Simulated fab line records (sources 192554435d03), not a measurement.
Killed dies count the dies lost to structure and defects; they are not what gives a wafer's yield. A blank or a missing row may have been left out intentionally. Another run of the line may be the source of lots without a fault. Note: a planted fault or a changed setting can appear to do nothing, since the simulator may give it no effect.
Matching of chambers -- flow n5_finfet -- 3 sister chambers for N5_BEOL_M11_ILD_DEP_00 on pecvd-01
The step deposits SiCOH lowk from DEMS/porogen, target thk 308.51 nm, time 58 s. 14 wafers are shown with their chamber, then 6 later ones without.

EACH WAFER AND ITS CHAMBER
wafer,chamber,throttle_valve_pct (%),run_length_s (s),showerhead_plenum_p_Torr (Torr)
L693.2,2,13.9,99.9,5.749
L693.3,0,14.4,100.8,5.729
L693.5,0,14.7,101.2,5.729
L695.1,2,13.9,100.0,5.747
L695.2,0,14.8,101.4,5.726
L695.5,0,14.6,101.5,5.717
L702.1,2,13.9,99.7,5.747
L702.2,0,14.5,100.8,5.727
L714.1,0,14.8,101.5,5.749
L714.3,2,13.8,99.8,5.750
L714.6,1,13.3,101.3,5.737
L712.1,2,14.3,100.4,5.745
L712.2,0,14.6,101.4,5.729
L712.5,1,13.6,101.1,5.738

SIGNATURES, as means of the wafers listed above
reading,chamber 0,chamber 1,chamber 2,scatter within a chamber
throttle_valve_pct,14.629,13.450,13.960,0.174
run_length_s,101.229,101.200,99.960,0.284
showerhead_plenum_p_Torr,5.72943,5.73750,5.74760,0.00721
Rule: for each reading, subtract the chamber's mean from the wafer's reading, divide by that reading's scatter and square the result; add these up over the readings and take the root, which gives the wafer's distance from the chamber. The wafer belongs to the nearest chamber; if the next one is less than 2 further off, it can't be placed. How the scatter is found: for the shown wafers, subtract from each reading the mean of its chamber, square and add these, divide the total by (wafers less chambers), then take the root.

WAFERS WITHOUT THEIR CHAMBER
wafer,throttle_valve_pct (%),run_length_s (s),showerhead_plenum_p_Torr (Torr)
L716.1,14.6,100.8,5.725
L716.4,13.3,100.9,5.732
L716.6,14.0,99.8,5.748
L715.2,13.5,101.1,5.732
L715.5,13.7,100.5,5.752
L715.6,13.5,101.6,5.733

CHAMBER TAKEN BY EACH
wafer,from the rows above,in truth
L716.1,0,0
L716.4,1,1
L716.6,2,2
L715.2,1,1
L715.5,can't be placed: 2 or 1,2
L715.6,1,1
5 of 6 placed correctly. Can't be placed from these rows: 1 (the true chamber is among the candidates in 1). Placed wrongly: 0.
